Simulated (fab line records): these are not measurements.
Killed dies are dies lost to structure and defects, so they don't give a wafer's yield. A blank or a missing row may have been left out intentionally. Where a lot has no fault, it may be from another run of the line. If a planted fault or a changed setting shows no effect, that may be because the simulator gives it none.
Matching of chambers -- flow n5-finfet -- 4 sister chambers for N5_MOL_CONTACT_COAG_STRIP_96 on rie-diel-01
The step strips in N2/H2. 7 wafers are shown with their chamber, then 7 later ones without.

== WAFERS PAIRED WITH THEIR CHAMBERS ==
wafer,chamber,showerhead-plenum-p-Torr (Torr),drypump-motor-current-A (A)
L083.1,2,3.32,5.9
L083.4,3,3.47,5.3
L083.5,2,3.32,5.9
L090.2,1,3.39,5.7
L090.6,0,3.18,5.8
L091.1,0,3.18,5.7
L091.3,3,3.46,5.4

== WAFERS WITHOUT THEIR CHAMBER ==
wafer,showerhead-plenum-p-Torr (Torr),drypump-motor-current-A (A)
L091.6,3.31,5.9
L092.2,3.46,5.3
L092.4,3.18,5.8
L092.5,3.31,5.9
L097.1,3.18,5.7
L097.2,3.31,5.9
L097.3,3.45,5.4

== WHICH CHAMBER EACH ONE RAN IN ==
wafer,from the rows above,in truth
L091.6,2,2
L092.2,3,3
L092.4,0,0
L092.5,2,2
L097.1,0,0
L097.2,2,2
L097.3,3,3
Placed correctly: 7 of 7. Left unplaced by these rows: 0. Placed wrongly: 0.
How it was worked out, from the rows above alone: a wafer's distance from a chamber is the root of the sum, over the readings, of the square of ((its reading less the chamber's mean) divided by the reading's scatter). The wafer belongs to the nearest chamber; if the next one is less than 2 further off, it can't be placed. Each chamber's mean is taken over the wafers shown for it. The scatter: the root of (the sum of the squares of (reading less its chamber's mean) over the shown wafers, divided by (wafers less chambers)).
